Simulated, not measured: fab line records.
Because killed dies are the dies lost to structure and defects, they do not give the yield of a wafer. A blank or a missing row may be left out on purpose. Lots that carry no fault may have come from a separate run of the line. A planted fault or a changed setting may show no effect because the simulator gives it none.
Matching of chambers -- flow n5-finfet -- 4 sister chambers for N5_BEOL_M10_VIA_ETCH_34 on rie-diel-06
The step etches SiCOH lowk in C4F6/O2, target depth 184.5 nm, time 69.2 s. 8 wafers are shown with their chamber, then 8 later ones without.

== EACH WAFER AND ITS CHAMBER ==
wafer,chamber,rf-vpp-V (V),throttle-valve-pct (%)
L079.1,3,665,21.01
L087.5,0,618,20.80
L091.4,1,704,21.08
L091.6,3,665,21.05
L093.2,1,702,21.10
L093.4,2,683,21.16
L093.5,2,682,21.15
L094.1,0,617,20.86

== WAFERS WITHOUT THEIR CHAMBER ==
wafer,rf-vpp-V (V),throttle-valve-pct (%)
L094.4,666,21.05
L094.5,666,21.08
L097.3,666,21.05
L097.4,704,21.11
L097.5,681,21.17
L095.2,617,20.83
L095.5,681,21.16
L095.6,667,21.06

== EACH ONE'S CHAMBER ==
wafer,from the rows above,in truth
L094.4,3,3
L094.5,3,3
L097.3,3,3
L097.4,1,1
L097.5,2,2
L095.2,0,0
L095.5,2,2
L095.6,3,3
Correct placement for 8 of the 8. Left unplaced by these rows: 0. Wrongly placed: 0.
How it was worked out, from the rows above alone: a wafer's distance from a chamber is the root of the sum, over the readings, of the square of ((its reading less the chamber's mean) divided by the reading's scatter). If the next closest chamber is less than 2 further off than the closest, the wafer can't be placed; otherwise it belongs to the closest. A chamber's mean is the mean of its shown wafers. How the scatter is found: for the shown wafers, subtract from each reading the mean of its chamber, square and add these, divide the total by (wafers less chambers), then take the root.
